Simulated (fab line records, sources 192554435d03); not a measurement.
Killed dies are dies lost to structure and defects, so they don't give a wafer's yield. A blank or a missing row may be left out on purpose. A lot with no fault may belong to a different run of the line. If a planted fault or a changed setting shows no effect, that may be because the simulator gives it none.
fab line records	flow n5Finfet
[record] lots = 9	wafers = 24	lastDay = 19
route steps=1938 shown BEOL_M4@1111 BEOL_M13@1672 PASSIVATION@1936
lots that met no fault: from a run of the same line without faults
startH: hours from the record's first day to the start of the lot's first wafer shown	waitH: hours elapsed since this lot's preceding step	" as in the row above	L1.1+2: a single row standing in for several wafers	- no value, or no start was given	* or withheld: withheld	< > ~ a bound
route shown NAME@n: NAME is a module with steps in the file, n the number in the route of the first one	usual: mean and standard deviation over wafers with no fault	same: alike in all rows	chamber/n: place in a boat	sites: the reading at each site	_std_site: standard deviation across them	_edge_site: outer sites' mean less inner sites'	radiusMm: how far each site lies from the wafer's centre	mask NAME#n: copy n	behind: the last tool/chamber to shape the wafer	hold: why the lot went on hold/how many hours it stayed there/how the hold came to an end	device: transistor that didn't switch, given as n, p or np	end of line: tests of these same wafers at the route's end	a step with no rows: only its recipe	killed: count of dies lost to structure and defects at first sort (not the wafer's yield)	map: a wafer's dies, x killed, . not, _ none there
set.NAME: the setting as run; set.NAME@STEP: as run at that earlier step	model.NAME: the simulator's own value behind a step, which no gauge read
steps of the route over a sample of lots; a table a step, a row a wafer
services: when a tool's chamber went out of use (startH, in hours from the record's first day, below 0 if earlier), for how many hours, and the reason
[[steps]]
[step N5_BEOL_M4_RC_MEAS_101]
[usual] DIBL_N = 36.3/1.9	DIBL_P = 36.6/2.4	IOFF_N = 0.17/0.037	IOFF_P = 0.23/0.04	ION_N = 682/14	ION_P = 468/8.6	SS_N = 71.6/0.67	SS_P = 73.4/0.71	VT_N = 248/3.3	VT_P = -248.9/2.9
lot.wafer	tool	chamber	startH	waitH	DIBL_N[mV/V]	DIBL_P[mV/V]	IOFF_N[nA/um]	IOFF_P[nA/um]	ION_N[uA/um]	ION_P[uA/um]	SS_N[mV/dec]	SS_P[mV/dec]	VT_N[mV]	VT_P[mV]
L113.2	prober-02	0	193.74	0.2	38.4	39.9	0.23	0.31	712	486	71.0	73.5	242	-240.0
L113.4	"	0	"	"	35.0	36.2	0.15	0.23	681	475	71.3	73.2	248	-247.9
L113.6	"	0	"	"	38.3	40.1	0.21	0.29	688	474	72.5	74.1	246	-244.0
L117.1	prober-02	0	219.62	0.0	37.1	37.6	0.19	0.25	682	470	72.1	74.1	244	-246.7
L117.4	"	0	"	"	33.7	33.6	0.13	0.19	674	470	70.5	72.3	250	-251.4
L119.2	prober-01	0	228.41	0.2	39.4	39.5	0.23	0.27	697	471	72.8	74.3	242	-245.8
L119.6	"	0	"	"	35.0	34.7	0.14	0.19	688	474	71.7	73.3	248	-250.9
L118.2	prober-01	0	232.16	0.2	36.6	38.8	0.17	0.26	672	461	72.5	73.7	247	-247.8
L118.4	"	0	"	"	36.2	39.4	0.18	0.27	678	467	72.5	74.5	245	-245.6
L118.6	"	0	"	"	35.3	37.3	0.16	0.23	668	466	71.7	73.5	248	-249.6
L120.3	prober-02	0	249.23	0.3	37.4	36.5	0.17	0.21	672	460	72.0	73.4	250	-250.9
L120.5	"	0	"	"	37.6	36.8	0.18	0.22	683	463	71.8	73.4	247	-249.2
L120.6	"	0	"	"	37.3	36.2	0.15	0.20	674	463	71.9	72.7	252	-252.4
L124.3	prober-02	0	286.91	0.3	33.3	30.8	0.14	0.19	660	459	71.3	72.0	252	-249.0
L124.4	"	0	"	"	35.7	33.8	0.18	0.24	678	474	71.8	73.0	246	-246.6
L124.6	"	0	"	"	37.1	35.7	0.20	0.27	709	488	71.4	73.6	245	-243.7
L126.1	prober-01	0	310.65	0.0	37.7	39.2	0.20	0.25	690	472	71.7	73.4	245	-248.1
L126.4	"	0	"	"	39.6	40.3	0.25	0.26	694	473	72.6	74.0	247	-247.4
L126.6	"	0	"	"	38.3	38.9	0.20	0.24	688	468	72.4	73.3	251	-251.3
L131.1	prober-02	0	345.51	0.0	36.8	36.7	0.18	0.25	694	483	71.5	73.7	249	-247.9
L131.4	"	0	"	"	35.5	34.5	0.15	0.21	689	476	70.9	73.3	252	-248.4
L130.3	prober-01	0	352.17	0.3	37.1	35.5	0.17	0.25	677	473	72.8	73.9	250	-244.3
L130.4	"	0	"	"	36.6	34.8	0.16	0.24	701	484	72.0	74.0	245	-246.2
L130.6	"	0	"	"	38.4	37.9	0.21	0.29	707	489	72.0	74.2	246	-245.7
[step N5_BEOL_M13_DESCUM_15]
[recipe] chemistry = O2	timeS = 7.9	sourcePowerW = 50	biasPowerW = 20	pressureMtorr = 20	rfFrequencyHz = 2.712e+07	tempC = 40	o2FlowSccm = 225
[usual] drypumpMotorCurrentA = 5.46/0.29	oesProductAu = 0.81/0.094	rfVppV = 243.3/1.5	showerheadPlenumPTorr = 2.10/0.078	throttleValvePct = 20.5/0.32
lot.wafer	tool	chamber	startH	waitH	drypumpMotorCurrentA	oesProductAu	rfHoursCounterH	rfVppV	showerheadPlenumPTorr	throttleValvePct
L113.2	rieDiel-05	0	266.47	0.0	5.37	0.91	43	245.6	2.20	20.1
L113.4	"	1	"	"	5.64	0.73	192	242.4	2.08	20.5
L113.6	"	1	"	"	5.63	0.73	-	242.2	2.08	20.5
L119.2	rieDiel-05	3	298.13	0.1	5.09	0.70	222	242.4	1.99	21.0
L119.6	"	0	"	"	5.36	0.91	-	245.7	2.19	20.1
L117.1	rieDiel-06	0	299.33	0.1	5.15	0.75	197	242.2	2.06	20.3
L117.4	"	3	"	"	6.41	0.72	215	241.9	1.98	20.1
L118.2	rieDiel-01	3	305.52	0.0	5.55	0.83	81	244.8	2.23	20.7
L118.4	"	2	"	"	5.70	0.73	184	241.7	2.08	20.6
L118.6	"	2	"	"	5.70	0.73	-	244.1	2.08	20.6
L120.3	rieDiel-01	3	333.56	0.0	5.55	0.83	90	245.0	2.23	20.7
L120.5	"	0	"	"	5.16	0.89	-	244.4	2.13	20.0
L120.6	"	1	"	"	5.56	0.91	-	242.9	2.13	20.3
L124.3	rieDiel-05	1	352.10	0.1	5.63	0.72	220	242.4	2.07	20.6
L124.4	"	2	"	"	5.54	0.94	14	242.7	2.07	20.3
L124.6	"	1	"	"	5.63	0.72	-	243.2	2.07	20.6
L126.1	rieDiel-05	3	376.46	0.0	5.06	0.69	242	241.0	1.98	21.0
L126.4	"	3	"	"	5.04	0.69	-	239.8	1.98	21.0
L126.6	"	2	"	"	5.53	0.90	-	242.0	2.07	20.4
L131.1	rieDiel-01	0	414.47	0.0	5.15	0.87	59	244.4	2.12	20.1
L131.4	"	0	"	"	5.20	0.87	-	243.5	2.12	20.1
L130.3	rieDiel-06	3	420.83	0.0	6.42	0.70	244	241.5	1.97	20.1
L130.4	"	2	"	"	6.07	0.69	243	242.3	1.97	20.8
L130.6	"	0	"	"	5.14	0.72	-	243.2	2.05	20.3
[step N5_BEOL_M13_STRIP_64]
[recipe] chemistry = N2/H2	powerW = 1000	tempC = 250	h2Frac = 0.65	overashFraction = 0.3	pressureMtorr = withheld	n2FlowSccm = 1750	h2FlowSccm = 3250
[usual] drypumpMotorCurrentA = 5.4/0.34	heaterPowerW = 353/52	oesProductAu = 0.716/0.0048	stripTimeToEndpointS = 31.32/0.078
[same] overashFraction = 0.3
lot.wafer	tool	chamber	startH	waitH	drypumpMotorCurrentA	heaterPowerW	oesProductAu	rfHoursCounterH	stripTimeToEndpointS
L113.2	plasmaAsher-01	1	266.85	0.0	5.1	266	0.721	72	31.35
L113.4	"	0	"	"	5.6	358	0.711	-	31.30
L113.6	"	0	"	"	5.6	363	0.717	-	31.41
L119.2	plasmaAsher-02	0	298.51	0.0	5.0	351	0.724	126	31.27
L119.6	"	0	"	"	5.0	346	0.716	-	31.29
L117.1	plasmaAsher-01	0	299.76	0.0	5.6	356	0.712	78	31.27
L117.4	"	1	"	"	5.1	271	0.726	-	31.22
L118.2	plasmaAsher-02	0	305.90	0.0	5.0	354	0.718	127	31.25
L118.4	"	1	"	"	5.8	418	0.725	-	31.22
L118.6	"	0	"	"	5.0	353	0.713	-	31.31
L120.3	plasmaAsher-02	0	333.96	0.0	5.0	342	0.707	-	31.21
L120.5	"	0	"	"	5.0	354	0.714	-	31.24
L120.6	"	1	"	"	5.8	414	0.718	-	31.18
L124.3	plasmaAsher-01	1	352.51	0.0	5.2	269	0.721	-	31.39
L124.4	"	0	"	"	5.6	362	0.717	-	31.43
L124.6	"	1	"	"	5.2	268	0.713	-	31.48
L126.1	plasmaAsher-02	0	376.84	0.0	5.0	349	0.722	146	31.25
L126.4	"	0	"	"	5.0	352	0.717	-	31.34
L126.6	"	1	"	"	5.8	420	0.715	-	31.31
L131.1	plasmaAsher-01	0	414.85	0.0	5.6	365	0.716	96	31.49
L131.4	"	0	"	"	5.6	358	0.722	-	31.35
L130.3	plasmaAsher-02	1	421.23	0.0	5.8	425	0.713	-	31.26
L130.4	"	0	"	"	5.0	341	0.715	-	31.30
L130.6	"	0	"	"	5.0	350	0.720	-	31.27
[step N5_BEOL_M13_ETCH_67]
[recipe] chemistry = CF4	target = SiARC	targetDepthA = 1430	timeS = 238.3	ionEnergyEv = 80	pressureMtorr = 40	sourceW = 545	biasW = 36	Ar_flow_sccm = 100	cf4FlowSccm = 100	ends = cleared
[usual] biasW = 36.00/0.11	cf4FlowSccm = 99.98/0.3	drypumpMotorCurrentA = 5.6/0.37	etchRfOnTimeS = 240/10	oesProductAu = 0.67/0.07	rfVppV = 183.8/1.2	showerheadPlenumPTorr = 2.13/0.073	throttleValvePct = 15.63/0.28
lot.wafer	tool	chamber	startH	waitH	biasW	cf4FlowSccm	drypumpMotorCurrentA	etchRfOnTimeS	oesProductAu	rfHoursCounterH	rfVppV	showerheadPlenumPTorr	throttleValvePct
L113.2	rieDiel-06	0	267.45	0.0	35.81	100.18	5.2	233	0.65	188	184.0	2.13	15.56
L113.4	"	3	"	"	35.83	100.08	6.4	231	0.64	206	182.2	2.03	15.34
L113.6	"	2	"	"	35.99	99.82	6.0	232	0.62	-	183.1	2.05	15.96
L119.2	rieDiel-05	1	299.34	0.0	-	-	-	-	-	-	-	-	-
L119.6	"	3	"	"	-	-	-	-	-	-	-	-	-
L117.1	rieDiel-06	2	300.36	0.0	-	-	-	-	-	-	-	-	-
L117.4	"	3	"	"	-	-	-	-	-	-	-	-	-
L118.2	rieDiel-06	3	306.62	0.0	-	-	-	-	-	-	-	-	-
L118.4	"	3	"	"	-	-	-	-	-	-	-	-	-
L118.6	"	0	"	"	-	-	-	-	-	-	-	-	-
L120.3	rieDiel-06	0	334.66	0.0	36.02	100.46	5.2	233	0.63	206	183.6	2.12	15.60
L120.5	"	0	"	"	36.13	100.19	5.2	232	0.64	-	183.1	2.12	15.63
L120.6	"	1	"	"	35.80	100.32	5.6	250	0.69	-	183.6	2.08	15.47
L124.3	rieDiel-06	1	353.08	0.0	36.01	100.11	5.6	246	0.69	83	183.3	2.08	15.46
L124.4	"	0	"	"	35.89	99.71	5.1	231	0.63	212	183.0	2.12	15.64
L124.6	"	1	"	"	35.95	100.27	5.6	245	0.70	-	182.2	2.08	15.47
L126.1	rieDiel-05	3	377.57	0.0	35.84	99.86	5.0	251	0.57	242	182.5	2.04	16.25
L126.4	"	2	"	"	36.02	99.50	5.5	225	0.78	-	182.5	2.11	15.40
L126.6	"	3	"	"	35.76	100.01	5.0	254	0.57	-	183.1	2.04	16.26
L131.1	rieDiel-05	0	415.44	0.0	36.16	99.98	5.3	223	0.76	81	185.7	2.26	15.54
L131.4	"	2	"	"	36.00	100.14	5.5	235	0.75	-	182.9	2.10	15.41
L130.3	rieDiel-05	0	421.81	0.0	35.97	99.72	5.3	223	0.75	83	184.7	2.26	15.55
L130.4	"	1	"	"	35.86	99.78	5.6	247	0.59	-	184.2	2.11	15.87
L130.6	"	0	"	"	35.88	99.31	5.4	222	0.75	-	185.8	2.26	15.55
[step N5_BEOL_M13_OCD_MEAS_35]
[usual] trenchDepthNm = 412/7.1
lot.wafer	tool	chamber	startH	waitH	trenchDepthNm
L113.2	ocd-01	-	267.99	0.0	408
L113.4	"	-	"	"	414
L113.6	"	-	"	"	409
L119.2	ocd-01	-	299.88	0.0	-
L119.6	"	-	"	"	-
L117.1	ocd-01	-	300.90	0.0	-
L117.4	"	-	"	"	-
L118.2	ocd-02	-	307.16	0.0	-
L118.4	"	-	"	"	-
L118.6	"	-	"	"	-
L120.3	ocd-02	-	335.21	0.0	412
L120.5	"	-	"	"	412
L120.6	"	-	"	"	418
L124.3	ocd-01	-	353.63	0.0	414
L124.4	"	-	"	"	409
L124.6	"	-	"	"	410
L126.1	ocd-01	-	378.12	0.0	397
L126.4	"	-	"	"	431
L126.6	"	-	"	"	397
L131.1	ocd-01	-	415.99	0.0	417
L131.4	"	-	"	"	421
L130.3	ocd-01	-	422.36	0.0	417
L130.4	"	-	"	"	407
L130.6	"	-	"	"	416
[step N5_BEOL_M13_STRIP_37]
[recipe] chemistry = N2/H2	powerW = 1000	tempC = 250	h2Frac = 0.65	overashFraction = 0.3	pressureMtorr = withheld	n2FlowSccm = 1750	h2FlowSccm = 3250
[usual] drypumpMotorCurrentA = 5.4/0.35	heaterPowerW = 358/50	oesProductAu = 0.783/0.0099
[same] overashFraction = 0.3
lot.wafer	tool	chamber	startH	waitH	drypumpMotorCurrentA	heaterPowerW	oesProductAu	rfHoursCounterH
L113.2	plasmaAsher-01	0	268.03	0.0	5.6	355	0.802	72
L113.4	"	1	"	"	5.2	273	0.783	-
L113.6	"	0	"	"	5.6	364	0.782	-
L119.2	plasmaAsher-01	1	299.92	0.0	5.1	271	0.778	78
L119.6	"	1	"	"	5.2	278	0.787	-
L117.1	plasmaAsher-02	0	300.94	0.0	5.0	351	0.791	126
L117.4	"	1	"	"	5.8	428	0.792	-
L118.2	plasmaAsher-01	1	307.20	0.0	5.2	268	0.788	81
L118.4	"	1	"	"	5.2	272	0.776	-
L118.6	"	1	"	"	5.2	267	0.770	-
L120.3	plasmaAsher-02	0	335.26	0.1	5.0	349	0.768	-
L120.5	"	0	"	"	5.0	344	0.792	-
L120.6	"	1	"	"	5.9	409	0.782	-
L124.3	plasmaAsher-01	0	353.68	0.1	5.6	369	0.777	-
L124.4	"	1	"	"	5.2	266	0.790	-
L124.6	"	0	"	"	5.6	353	0.771	-
L126.1	plasmaAsher-02	1	378.15	0.0	5.9	405	0.793	146
L126.4	"	1	"	"	5.8	410	0.783	-
L126.6	"	0	"	"	5.0	348	0.783	-
L131.1	plasmaAsher-02	0	416.03	0.0	5.0	342	0.782	154
L131.4	"	0	"	"	5.0	356	0.796	-
L130.3	plasmaAsher-02	1	422.41	0.1	5.9	424	0.767	-
L130.4	"	0	"	"	5.0	349	0.777	-
L130.6	"	1	"	"	5.9	411	0.790	-
[step N5_PASSIVATION_PROBE_49]
[usual] defectLimitedYield = 91.2/1.5	killed_at_M0_to_M3 = 35/12	killed_at_M4_up = 14/5.1	killedAtContacts = 13/6	killedAtFrontEnd = 38/12	killedAtOther = 4/3.5	killedDies = 104/18	killedOnRim = 13/3.7	killedOpen = 68/13	killedShort = 33/8.1	sort_bin_5_function = 5.2/1	sort_bin_6_memory = 3.2/0.69	sortNPass = 1076/18	sortYieldPct = 91.2/1.5
[same] grossDies = 1180	killedAtBackSide = 0	sort_bin_4_leakage[%] = 0	sort_bin_8_speed[%] = 0
lot.wafer	tool	chamber	startH	waitH	defectLimitedYield[%]	killed_at_M0_to_M3	killed_at_M4_up	killedAtContacts	killedAtFrontEnd	killedAtOther	killedDies	killedOnRim	killedOpen	killedShort	sort_bin_5_function[%]	sort_bin_6_memory[%]	sortNPass	sortYieldPct[%]
L113.2	prober-02	-	317.63	0.1	90.8	23	20	16	48	1	108	15	68	30	6.0	2.8	1072	90.8
L113.4	prober-02	-	317.73	0.2	91.9	20	14	10	51	0	95	15	61	26	4.5	3.1	1085	91.9
L113.6	prober-02	-	317.83	0.3	92.4	29	8	17	32	4	90	10	63	24	4.5	3.0	1090	92.4
L119.2	prober-01	-	332.50	0.1	0	42	1070	28	37	3	1180	152	81	37	96.7	3.1	0	0
L119.6	prober-01	-	332.70	0.3	0	41	1097	12	21	9	1180	152	60	31	96.6	3.2	0	0
L117.1	prober-01	-	333.30	0.0	0	53	1066	17	43	1	1180	152	102	38	95.8	3.8	0	0
L117.4	prober-01	-	333.45	0.2	0	32	1095	19	32	2	1180	152	72	29	96.3	3.2	0	0
L118.2	prober-01	-	343.15	0.1	0	29	1094	10	44	3	1180	152	61	38	96.9	3.0	0	0
L118.4	prober-01	-	343.25	0.2	0	23	1115	15	23	4	1180	152	48	31	97.7	1.8	0	0
L118.6	prober-01	-	343.35	0.3	0	39	1053	7	80	1	1180	152	95	42	95.5	4.2	0	0
L120.3	prober-01	-	360.68	0.1	93.6	16	13	18	28	1	76	5	41	31	3.1	2.5	1104	93.6
L120.5	prober-01	-	360.78	0.2	90.1	36	9	35	33	4	117	12	80	37	5.7	3.9	1063	90.1
L120.6	prober-01	-	360.83	0.3	94.3	21	12	9	21	4	67	13	48	18	3.0	2.4	1113	94.3
L124.3	prober-01	-	380.88	0.1	93.5	16	19	5	36	1	77	6	46	25	3.3	2.8	1103	93.5
L124.4	prober-01	-	380.93	0.2	91.9	24	13	6	47	5	95	12	50	37	4.7	2.6	1085	91.9
L124.6	prober-01	-	381.03	0.3	91.2	34	14	8	46	2	104	9	66	38	5.3	3.4	1076	91.2
L126.1	prober-02	-	409.58	0.0	92.9	36	11	8	28	1	84	14	64	16	4.0	2.9	1096	92.9
L126.4	prober-02	-	409.73	0.2	92.3	23	12	9	47	0	91	17	59	31	4.7	2.7	1089	92.3
L126.6	prober-02	-	409.83	0.3	92.5	32	7	4	46	0	89	11	60	26	3.6	3.3	1091	92.5
L131.1	prober-02	-	453.21	0.0	89.9	32	18	19	42	8	119	14	89	30	5.9	4.0	1061	89.9
L131.4	prober-02	-	453.36	0.2	88.5	49	12	23	48	4	136	17	100	36	7.1	4.2	1044	88.5
L130.3	prober-02	-	460.80	0.1	92.9	21	8	16	37	2	84	5	53	24	4.5	2.5	1096	92.9
L130.4	prober-02	-	460.85	0.2	90.4	40	20	11	41	1	113	13	74	34	4.3	4.7	1067	90.4
L130.6	prober-02	-	460.95	0.3	92.5	41	9	5	31	2	88	6	46	42	4.4	2.6	1092	92.5
// killed by level:class
L113.2 MOL_CONTACT_COAG:geometricParticle:open=13 BEOL_M4:geometricParticle:open=11 STI_FIN_REVEAL:geometricParticle:open=9 FIN_CUT:areaEtch=8 FIN_SAQP:geometricParticle:short=7 FIN_SAQP:geometricParticle:open=6 BEOL_M0_SAQP:geometricParticle:open=6 BEOL_M3:geometricParticle:open=5
L113.4 FIN_SAQP:geometricParticle:open=12 STI_FIN_REVEAL:geometricParticle:open=12 MOL_CONTACT_COAG:geometricParticle:open=9 BEOL_M4:geometricParticle:open=7 DUMMY_GATE:geometricParticle:open=7 FIN_SAQP:geometricParticle:short=6 BEOL_M0_SAQP:geometricParticle:short=5 BEOL_M1:geometricParticle:short=4
L113.6 MOL_CONTACT_COAG:geometricParticle:open=15 STI_FIN_REVEAL:geometricParticle:open=12 BEOL_M0_SAQP:geometricParticle:open=8 BEOL_M1:geometricParticle:open=8 BEOL_M0_SAQP:geometricParticle:short=6 FIN_SAQP:geometricParticle:short=5 FIN_SAQP:geometricParticle:open=3 BEOL_M0:geometricParticle:open=3
L119.2 BEOL_M13:areaEtch=1060 MOL_CONTACT_COAG:geometricParticle:open=23 BEOL_M0_SAQP:geometricParticle:short=9 BEOL_M3:geometricParticle:open=8 FIN_SAQP:geometricParticle:open=7 BEOL_M0_SAQP:geometricParticle:open=6 ILD0:geometricParticle:open=5 GATE_CUT:geometricParticle:short=5
L119.6 BEOL_M13:areaEtch=1087 BEOL_M0_SAQP:geometricParticle:open=13 MOL_CONTACT_COAG:geometricParticle:open=12 BEOL_M2:geometricParticle:open=9 BEOL_M0_SAQP:geometricParticle:short=8 BEOL_M4:geometricParticle:open=6 DUMMY_GATE:geometricParticle:open=4 BEOL_M1:geometricParticle:open=4
L117.1 BEOL_M13:areaEtch=1039 FIN_SAQP:geometricParticle:open=15 BEOL_M1:geometricParticle:open=15 BEOL_M4:geometricParticle:open=13 MOL_CONTACT_COAG:geometricParticle:open=12 BEOL_M0_SAQP:geometricParticle:short=8 BEOL_M2:geometricParticle:open=8 STI_FIN_REVEAL:geometricParticle:open=7
L117.4 BEOL_M13:areaEtch=1078 MOL_CONTACT_COAG:geometricParticle:open=14 FIN_SAQP:geometricParticle:open=10 BEOL_M0_SAQP:geometricParticle:open=8 STI_FIN_REVEAL:geometricParticle:open=7 BEOL_M2:geometricParticle:open=5 MOL_CONTACT_COAG:geometricParticle:short=5 BEOL_M4:geometricParticle:open=5
L118.2 BEOL_M13:areaEtch=1079 MOL_CONTACT_COAG:geometricParticle:open=9 DUMMY_GATE:geometricParticle:open=7 BEOL_M0_SAQP:geometricParticle:short=7 FIN_SAQP:geometricParticle:open=6 FIN_SAQP:geometricParticle:short=6 BEOL_M0_SAQP:geometricParticle:open=6 STI_FIN_REVEAL:geometricParticle:open=5
L118.4 BEOL_M13:areaEtch=1101 MOL_CONTACT_COAG:geometricParticle:open=12 BEOL_M0_SAQP:geometricParticle:open=6 BEOL_M2:geometricParticle:open=6 FIN_SAQP:geometricParticle:short=5 BEOL_M4:geometricParticle:open=5 GATE_CUT:geometricParticle:short=4 GATE_CUT:geometricParticle:open=3
L118.6 BEOL_M13:areaEtch=1040 STI_FIN_REVEAL:geometricParticle:open=26 FIN_SAQP:geometricParticle:open=14 FIN_SAQP:geometricParticle:short=12 BEOL_M0_SAQP:geometricParticle:open=9 BEOL_M1:geometricParticle:open=9 STI_FIN_REVEAL:geometricParticle:short=8 MOL_CONTACT_COAG:geometricParticle:open=6
L120.3 MOL_CONTACT_COAG:geometricParticle:open=12 FIN_SAQP:geometricParticle:short=7 BEOL_M2:geometricParticle:open=6 GATE_CUT:geometricParticle:short=5 FIN_SAQP:geometricParticle:open=4 MOL_CONTACT_COAG:geometricParticle:short=4 BEOL_M4:geometricParticle:short=4 BEOL_M3:geometricParticle:open=4
L120.5 MOL_CONTACT_COAG:geometricParticle:open=27 FIN_SAQP:geometricParticle:open=11 FIN_SAQP:geometricParticle:short=10 BEOL_M2:geometricParticle:open=9 MOL_CONTACT_COAG:geometricParticle:short=8 BEOL_M0_SAQP:geometricParticle:short=7 BEOL_M0_SAQP:geometricParticle:open=7 STARTING-WAFER:geometricParticle:open=6
L120.6 MOL_CONTACT_COAG:geometricParticle:open=8 BEOL_M0_SAQP:geometricParticle:open=6 BEOL_M4:geometricParticle:open=6 FIN_SAQP:geometricParticle:open=5 STI_FIN_REVEAL:geometricParticle:open=5 BEOL_M0_SAQP:geometricParticle:short=5 BEOL_M3:geometricParticle:open=4 FIN_SAQP:geometricParticle:short=3
L124.3 BEOL_M4:geometricParticle:open=10 FIN_SAQP:geometricParticle:open=6 GATE_CUT:geometricParticle:short=6 FIN_SAQP:geometricParticle:short=5 STI_FIN_REVEAL:geometricParticle:open=5 BEOL_M1:geometricParticle:open=4 BEOL_M2:geometricParticle:open=4 GATE_CUT:geometricParticle:open=3
L124.4 STI_FIN_REVEAL:geometricParticle:open=11 FIN_SAQP:geometricParticle:short=8 DUMMY_GATE:geometricParticle:open=6 MOL_CONTACT_COAG:geometricParticle:open=6 BEOL_M0_SAQP:geometricParticle:short=6 BEOL_M3:geometricParticle:open=5 STARTING-WAFER:geometricParticle:short=5 FIN_SAQP:geometricParticle:open=4
L124.6 STI_FIN_REVEAL:geometricParticle:open=12 FIN_SAQP:geometricParticle:open=8 FIN_SAQP:geometricParticle:short=8 BEOL_M0_SAQP:geometricParticle:open=8 MOL_CONTACT_COAG:geometricParticle:open=7 BEOL_M3:geometricParticle:open=7 BEOL_M4:geometricParticle:open=7 STARTING-WAFER:geometricParticle:short=6
L126.1 STI_FIN_REVEAL:geometricParticle:open=9 BEOL_M3:geometricParticle:open=8 MOL_CONTACT_COAG:geometricParticle:open=7 BEOL_M1:geometricParticle:open=6 BEOL_M0_SAQP:geometricParticle:short=5 BEOL_M0_SAQP:geometricParticle:open=5 BEOL_M2:geometricParticle:open=5 BEOL_M4:geometricParticle:open=5
L126.4 STI_FIN_REVEAL:geometricParticle:open=12 GATE_CUT:geometricParticle:short=9 MOL_CONTACT_COAG:geometricParticle:open=8 FIN_SAQP:geometricParticle:short=6 BEOL_M3:geometricParticle:open=6 BEOL_M1:geometricParticle:open=6 GATE_CUT:geometricParticle:open=5 DUMMY_GATE:geometricParticle:open=4
L126.6 STI_FIN_REVEAL:geometricParticle:open=10 GATE_CUT:geometricParticle:open=10 BEOL_M1:geometricParticle:open=9 DUMMY_GATE:geometricParticle:open=8 BEOL_M2:geometricParticle:open=6 BEOL_M0_SAQP:geometricParticle:open=5 GATE_CUT:geometricParticle:short=4 MOL_CONTACT_COAG:geometricParticle:open=4
L131.1 MOL_CONTACT_COAG:geometricParticle:open=14 STI_FIN_REVEAL:geometricParticle:open=12 BEOL_M3:geometricParticle:open=11 FIN_SAQP:geometricParticle:open=10 BEOL_M4:geometricParticle:open=9 BEOL_M0_SAQP:geometricParticle:open=6 MOL_CONTACT_COAG:geometricParticle:short=5 BEOL_M4:geometricParticle:short=5
L131.4 MOL_CONTACT_COAG:geometricParticle:open=19 FIN_SAQP:geometricParticle:open=15 BEOL_M0:geometricParticle:open=12 BEOL_M3:geometricParticle:open=12 BEOL_M1:geometricParticle:open=8 STI_FIN_REVEAL:geometricParticle:open=7 FIN_SAQP:geometricParticle:short=6 BEOL_M0_SAQP:geometricParticle:open=6
L130.3 MOL_CONTACT_COAG:geometricParticle:open=15 FIN_SAQP:geometricParticle:short=7 FIN_CUT:areaEtch=7 STI_FIN_REVEAL:geometricParticle:open=5 BEOL_M0_SAQP:geometricParticle:short=4 BEOL_M1:geometricParticle:open=4 BEOL_M2:geometricParticle:open=4 DUMMY_GATE:geometricParticle:open=3
L130.4 BEOL_M0_SAQP:geometricParticle:open=12 BEOL_M3:geometricParticle:open=10 MOL_CONTACT_COAG:geometricParticle:open=9 BEOL_M4:geometricParticle:open=9 BEOL_M0_SAQP:geometricParticle:short=8 FIN_SAQP:geometricParticle:open=7 GATE_CUT:geometricParticle:short=7 STI_FIN_REVEAL:geometricParticle:open=6
L130.6 FIN_SAQP:geometricParticle:short=12 BEOL_M0_SAQP:geometricParticle:short=10 BEOL_M2:geometricParticle:open=7 BEOL_M3:geometricParticle:open=6 GATE_CUT:geometricParticle:short=5 FIN_SAQP:geometricParticle:open=4 MOL_CONTACT_COAG:geometricParticle:open=4 BEOL_M0_SAQP:geometricParticle:open=4
[[services]]
tool	chamber	startH	hours	kind
rieDiel-01	2	245.04	7.4	repair
rieDiel-06	3	253.95	6.9	repair
rieDiel-05	2	269.89	-	clean
rieDiel-05	2	269.89	-	consumableReplace:focusRing
rieDiel-05	2	269.89	29.1	scheduledDown
rieDiel-05	2	269.89	29.1	ventCycle
rieDiel-06	-	285.04	0.6	repair
rieDiel-06	2	302.75	5.4	repair
plasmaAsher-01	-	305.20	0.5	repair
plasmaAsher-01	-	318.04	1.9	repair
rieDiel-06	-	327.61	1.9	repair
plasmaAsher-01	-	328.23	9.6	pm
rieDiel-06	3	331.79	18.0	repair
rieDiel-06	1	344.77	6.9	repair
plasmaAsher-01	-	366.35	15.6	pm
rieDiel-05	0	376.44	12.7	repair
plasmaAsher-01	-	394.52	0.3	repair
rieDiel-05	3	407.75	-	clean
rieDiel-05	3	407.75	-	consumableReplace:focusRing
rieDiel-05	3	407.75	-	consumableReplace:showerhead
rieDiel-05	3	407.75	22.4	scheduledDown
rieDiel-05	3	407.75	22.4	ventCycle
rieDiel-01	1	410.33	9.9	repair
[[key]]
[firstSign] step = N5_BEOL_M13_ETCH_67	reading = toolRecord	direction = missing
[effect] step = N5_BEOL_M13_OCD_MEAS_35	reading = trenchDepthNm	direction = missing
[effect] step = N5_PASSIVATION_PROBE_49	reading = killed_at_M4_up	direction = up	sigmas = 99+	usual = 14	struck = 1084
[moreKillsBornAt] N5_BEOL_M13_ETCH_67@rieDiel-06 = 5337	N5_BEOL_M13_ETCH_67@rieDiel-05 = 2147
metAt N5_BEOL_M13_ETCH_67
struckLots L117,L118,L119
laterRowsLeftOut L117.1,L117.4,L118.2,L118.4,L118.6,L119.2,L119.6
notActingAt N5_BEOL_M13_DESCUM_15,N5_BEOL_M13_STRIP_64,N5_BEOL_M13_STRIP_37
onsetBetween 267.45 299.34
[fault] kind = skippedStepWhole	tool = rieDiel-05,rieDiel-06	chamber = -	onsetH = 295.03	steps = N5_BEOL_M13_ETCH_67	scope = struckLotsOnly
// laterRowsLeftOut: the simulator's readings of these wafers behind a module that went badly wrong aren't trusted and aren't shown, but for the sort
